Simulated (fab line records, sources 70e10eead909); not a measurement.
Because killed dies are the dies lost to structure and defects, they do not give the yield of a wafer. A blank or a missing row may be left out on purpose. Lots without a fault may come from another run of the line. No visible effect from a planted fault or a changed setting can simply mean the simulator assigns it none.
fab line records	flow nand_harc	part 2 of 2: steps 27 to 38 of 38
record: lots: 5	wafers: 15	last_day: 34
route steps=1302 shown A_M0@1160 A_M1@1169
lots with no fault: from the same line, run without faults
start_h: hours from the record's opening day to when the first of the lot's shown wafers began	wait_h: hours since the lot's step before	" the same as in the row above	L1.1+2: one row covering several wafers at once	- no value present, or no start provided	* or withheld: withheld	< > ~ a bound
route shown NAME@n: a module of which the file shows steps, and the number in the route of the first	usual: mean/standard deviation taken from wafers without a fault	same: alike in all rows	chamber/n: place in a boat	sites: per-site readings	_std_site: the values' standard deviation	_edge_site: outer sites' mean less inner sites'	radius_mm: how far each site lies from the wafer's centre	mask NAME#n: copy n	behind: the tool/chamber that last shaped the wafer	hold: cause of the lot's hold/its duration in hours/its outcome	device: which transistor (n, p or np) failed to switch	end of line: tests run on the same wafers once the route is complete	a step with no rows: only its recipe	killed: the dies lost at the first sort to structure and to defects; this is not the yield of the wafer	map: a wafer's dies, marking killed ones x, the rest . and places with no die _
set.NAME: the run value of the setting; set.NAME@STEP: its run value at that earlier step	model.NAME: the simulator's own value behind a step, which no gauge read
a table for each step, a row for each wafer; lots at some steps of the route
services: when a tool's chamber went out of use (start_h, in hours from the record's first day, below 0 if earlier), for how many hours, and the reason
== steps ==
step: NHARC_A_M1_ETCH_28
recipe: target_depth_a: 300	over_etch_frac: 0.3	time_s: 72.99	ion_energy_ev: 150	cf4_flow_sccm: 50	n2_flow_sccm: 100	ar_flow_sccm: 150	rf_w: 300	bias_w: 100	chemistry: CF4/N2
usual: bias_w: 100.0/0.31	chamber_pressure_mTorr: 29.997/0.028	drypump_motor_current_A: 5.6/0.47	oes_product_au: 0.999/0.0085	rf_vpp_V: 314.4/1.9	showerhead_plenum_p_Torr: 2.65/0.11	throttle_valve_pct: 19.795/0.009
same: over_etch_frac: 0.3
lot.wafer	tool	chamber	start_h	wait_h	bias_w	chamber_pressure_mTorr	drypump_motor_current_A	oes_product_au	rf_hours_counter_h	rf_vpp_V	showerhead_plenum_p_Torr	throttle_valve_pct
L079.3	rie_diel-06	3	-	-	100.2	30.002	6.0	0.995	4.6	313.4	2.62	19.802
L079.4	"	1	"	"	100.1	29.976	6.0	0.992	4.1	316.0	2.73	19.796
L079.2	"	2	"	"	100.0	29.997	5.9	0.994	2.5	315.7	2.63	19.787
L090.1	rie_diel-01	3	-	-	99.9	29.988	6.3	1.006	5.1	314.8	2.69	19.790
L090.2	"	0	"	"	99.6	30.025	5.5	1.002	5.4	314.6	2.65	19.790
L090.6	"	3	"	"	100.4	29.994	6.3	0.992	-	314.3	2.69	19.797
L092.4	rie_diel-01	3	-	-	100.4	30.021	6.3	1.010	6.4	314.1	2.69	19.801
L092.3	"	0	"	"	100.2	29.998	5.5	1.005	6.6	315.3	2.65	19.792
L092.1	"	1	"	"	99.9	30.022	5.9	1.002	6.6	313.9	2.64	19.796
L096.2	rie_diel-01	0	-	-	99.5	30.021	5.5	0.994	1.1	314.2	2.65	19.797
L096.3	"	1	"	"	99.6	30.054	6.0	0.994	1.0	313.2	2.64	19.807
L096.1	"	3	"	"	100.0	29.979	6.3	0.994	0.6	315.7	2.69	19.795
L097.3	rie_diel-01	3	-	-	100.4	29.986	6.3	1.012	2.4	316.5	2.69	19.773
L097.6	"	3	"	"	99.8	30.003	6.3	1.007	-	314.9	2.69	19.809
L097.5	"	0	"	"	100.1	29.954	5.5	0.991	-	313.6	2.65	19.795
step: NHARC_A_M1_STRIP_19
recipe: time_s: 600	temp_c: 30	chemistry: post_etch_residue_remover
lot.wafer	tool	chamber	start_h	wait_h
L079.2+3+4	wet_bench-10	0,1,2	560.62	-
L090.1+2+6	wet_bench-08	0,1,2	677.23	-
L092.1+4+3	wet_bench-10	7,2,3	702.21	-
L096.3+1+2	wet_bench-10	4,5,7	751.64	-
L097.6+5+3	wet_bench-08	0,2,5	774.10	-
step: NHARC_A_M1_DEGAS_29
recipe: temp_c: 250	time_s: 60
usual: heater_power_w: 349/35
lot.wafer	tool	chamber	start_h	wait_h	heater_power_w
L079.3	pvd_sputter-02	-	560.88	-	375
L079.2	"	-	"	"	285
L079.4	"	-	"	"	403
L090.2	pvd_sputter-03	-	677.49	-	324
L090.1	"	-	"	"	328
L090.6	"	-	"	"	321
L092.1	pvd_sputter-02	-	702.51	-	332
L092.3	"	-	"	"	404
L092.4	"	-	"	"	284
L096.2	pvd_sputter-02	-	751.91	-	280
L096.3	"	-	"	"	334
L096.1	"	-	"	"	410
L097.3	pvd_sputter-03	-	774.39	-	321
L097.6	"	-	"	"	389
L097.5	"	-	"	"	327
step: NHARC_A_M1_PRE_CLEAN_30
recipe: time_s: 30	temp_c: 280	gas: H2/He
usual: heater_power_w: 426/44
lot.wafer	tool	chamber	start_h	wait_h	heater_power_w
L079.3	pvd_sputter-02	-	-	-	403
L079.4	"	-	"	"	502
L079.2	"	-	"	"	345
L090.2	pvd_sputter-03	-	-	-	424
L090.1	"	-	"	"	422
L090.6	"	-	"	"	429
L092.3	pvd_sputter-02	-	-	-	442
L092.4	"	-	"	"	404
L092.1	"	-	"	"	497
L096.2	pvd_sputter-02	-	-	-	480
L096.1	"	-	"	"	346
L096.3	"	-	"	"	397
L097.3	pvd_sputter-03	-	-	-	477
L097.6	"	-	"	"	409
L097.5	"	-	"	"	408
step: NHARC_A_M1_PVD_20
recipe: target_thk_a: 50	bias_v: 168.6	power_w: 15000	chamber_pressure_pa: 0.12	time_s: 8.06	substrate_temp_c: 50	material: TaN
usual: throttle_valve_pct: 30.6/0.75
lot.wafer	tool	chamber	start_h	wait_h	throttle_valve_pct
L079.2	pvd_sputter-02	-	-	-	30.8
L079.3	"	-	"	"	30.3
L079.4	"	-	"	"	29.9
L090.2	pvd_sputter-03	-	-	-	30.2
L090.1	"	-	"	"	31.7
L090.6	"	-	"	"	31.5
L092.4	pvd_sputter-02	-	-	-	30.5
L092.1	"	-	"	"	30.2
L092.3	"	-	"	"	29.9
L096.2	pvd_sputter-02	-	-	-	30.3
L096.3	"	-	"	"	29.8
L096.1	"	-	"	"	30.7
L097.3	pvd_sputter-03	-	-	-	30.0
L097.5	"	-	"	"	30.0
L097.6	"	-	"	"	30.5
step: NHARC_A_M1_PVD_21
recipe: target_thk_a: 300	chamber_pressure_pa: 5	power_w: 5000	substrate_temp_c: 30	time_s: 20.49	material: Cu
usual: throttle_valve_pct: 30.5/0.79
lot.wafer	tool	chamber	start_h	wait_h	throttle_valve_pct
L079.2	pvd_sputter-02	-	-	-	29.8
L079.3	"	-	"	"	30.5
L079.4	"	-	"	"	30.8
L090.2	pvd_sputter-03	-	-	-	30.9
L090.1	"	-	"	"	30.2
L090.6	"	-	"	"	30.8
L092.4	pvd_sputter-02	-	-	-	30.4
L092.3	"	-	"	"	30.8
L092.1	"	-	"	"	29.7
L096.1	pvd_sputter-02	-	-	-	31.0
L096.3	"	-	"	"	30.4
L096.2	"	-	"	"	30.4
L097.3	pvd_sputter-03	-	-	-	29.8
L097.5	"	-	"	"	30.0
L097.6	"	-	"	"	31.1
step: NHARC_A_M1_ECD_22
recipe: target_thk_a: 4000	bath_temp_c: 25	material: Cu
lot.wafer	tool	chamber	start_h	wait_h
L079.2+4+3	ecd_cu-02	0,0,1	561.27	-
L090.2+1+6	ecd_cu-02	0,1,0	677.85	-
L092.1+4+3	ecd_cu-01	0,1,0	702.92	-
L096.2+1+3	ecd_cu-02	1,0,0	752.27	-
L097.3+5+6	ecd_cu-01	0,1,0	774.87	-
step: NHARC_A_M1_ANNEAL_31
recipe: temp_c: 225	time_s: 90
usual: wafer_temp_C_max: 225.92/0.26
lot.wafer	tool	chamber	start_h	wait_h	wafer_temp_C_max
L079.2	rtp_anneal-02	0	561.70	-	225.87
L079.3	"	0	"	"	225.58
L079.4	"	0	"	"	225.64
L090.1	rtp_anneal-02	0	678.23	0.3	226.32
L090.2	"	0	"	"	225.75
L090.6	"	0	"	"	225.94
L092.1	rtp_anneal-02	0	703.25	0.3	226.42
L092.3	"	0	"	"	226.20
L092.4	"	0	"	"	226.04
L096.1	rtp_anneal-01	0	752.73	-	225.60
L096.2	"	0	"	"	226.41
L096.3	"	0	"	"	225.55
L097.3	rtp_anneal-02	0	775.21	0.3	225.97
L097.5	"	0	"	"	226.36
L097.6	"	0	"	"	226.39
step: NHARC_A_M1_CMP_23
recipe: t_overpolish_s: 20	target_thk_nm: 154.34
usual: motor_current_A: 12.5/1	time_to_endpoint_s: 28.7/2.3
same: t_overpolish_s: 20
lot.wafer	tool	chamber	start_h	wait_h	motor_current_A	time_to_endpoint_s
L079.3	cmp-02	2	561.99	-	13.8	24.0
L079.2	"	3	"	"	13.1	27.0
L079.4	"	1	"	"	12.6	27.2
L090.2	cmp-03	1	678.58	-	13.3	27.8
L090.1	"	2	"	"	11.5	27.4
L090.6	"	2	"	"	11.8	27.0
L092.3	cmp-04	3	703.61	-	12.5	26.1
L092.4	"	0	"	"	10.8	26.3
L092.1	"	1	"	"	12.8	31.4
L096.3	cmp-02	0	753.08	-	11.4	29.4
L096.1	"	1	"	"	12.4	32.8
L096.2	"	3	"	"	12.5	28.0
L097.3	cmp-03	3	775.53	-	12.7	30.2
L097.6	"	0	"	"	13.6	35.0
L097.5	"	1	"	"	14.2	34.0
step: NHARC_A_M1_THK_MEAS_24
recipe: thk_meas_gauge: xrf
usual: thk_nm: 154.1/1.3
lot.wafer	tool	chamber	start_h	wait_h	thk_nm
L079.2	film_metro-01	-	562.31	-	155.9
L079.3	"	-	"	"	152.4
L079.4	"	-	"	"	150.5
L090.1	film_metro-01	-	678.90	-	153.5
L090.2	"	-	"	"	153.8
L090.6	"	-	"	"	154.0
L092.1	film_metro-02	-	703.90	-	154.7
L092.3	"	-	"	"	153.1
L092.4	"	-	"	"	154.0
L096.1	film_metro-02	-	753.39	-	152.6
L096.2	"	-	"	"	151.6
L096.3	"	-	"	"	153.3
L097.3	film_metro-01	-	775.76	-	154.2
L097.5	"	-	"	"	153.5
L097.6	"	-	"	"	154.9
step: NHARC_A_M1_SRD_25
lot.wafer	tool	chamber	start_h	wait_h
L079.4+3+2	wet_bench-10	3,5,6	562.35	0.0
L090.1+6+2	wet_bench-08	0,2,3	678.94	0.0
L092.4+1+3	wet_bench-08	0,1,2	703.95	0.0
L096.3+2+1	wet_bench-10	7,1,4	753.43	0.0
L097.6+5+3	wet_bench-10	5,7,0	775.81	0.0
step: NHARC_A_M1_INSPECT_27
usual: raw_defect_count: 533/120
lot.wafer	tool	chamber	start_h	wait_h	raw_defect_count
L079.2	defect_inspect-01	-	562.46	0.0	613
L079.3	"	-	"	"	486
L079.4	"	-	"	"	821
L090.1	defect_inspect-02	-	679.05	0.0	447
L090.2	"	-	"	"	479
L090.6	"	-	"	"	772
L092.1	defect_inspect-01	-	704.06	0.0	549
L092.3	"	-	"	"	515
L092.4	"	-	"	"	473
L096.1	defect_inspect-01	-	753.55	0.0	564
L096.2	"	-	"	"	465
L096.3	"	-	"	"	423
L097.3	defect_inspect-01	-	775.91	0.0	876
L097.5	"	-	"	"	575
L097.6	"	-	"	"	624
== services ==
tool	chamber	start_h	hours	kind
pecvd-04	-	547.06	1.0	repair
litho_track-04	-	553.00	7.0	pm
rie_diel-02	2	555.16	1.3	repair
rie_diel-01	-	557.80	9.0	pm
rie_diel-02	-	570.72	9.0	pm
rie_diel-06	1	580.33	12.8	repair
rie_diel-06	0	614.95	14.8	repair
rie_diel-06	1	616.95	4.2	repair
wet_bench-08	-	622.56	5.7	repair
pvd_sputter-02	-	623.66	1.9	repair
pecvd-04	-	631.07	13.0	pm
pvd_sputter-02	-	638.31	10.0	pm
wet_bench-08	-	646.44	8.0	pm
rie_diel-06	-	661.23	9.0	pm
rie_diel-01	0	670.60	5.7	repair
litho_track-01	-	680.00	7.0	pm
litho_track-06	-	704.00	7.0	pm
pvd_sputter-03	-	704.04	10.0	pm
rie_diel-01	1	713.42	4.4	repair
litho_track-04	-	728.00	7.0	pm
pvd_sputter-03	-	730.93	4.5	repair
rie_diel-01	-	734.80	9.0	pm
rie_diel-02	-	747.72	9.0	pm
rie_diel-02	3	770.77	21.3	repair
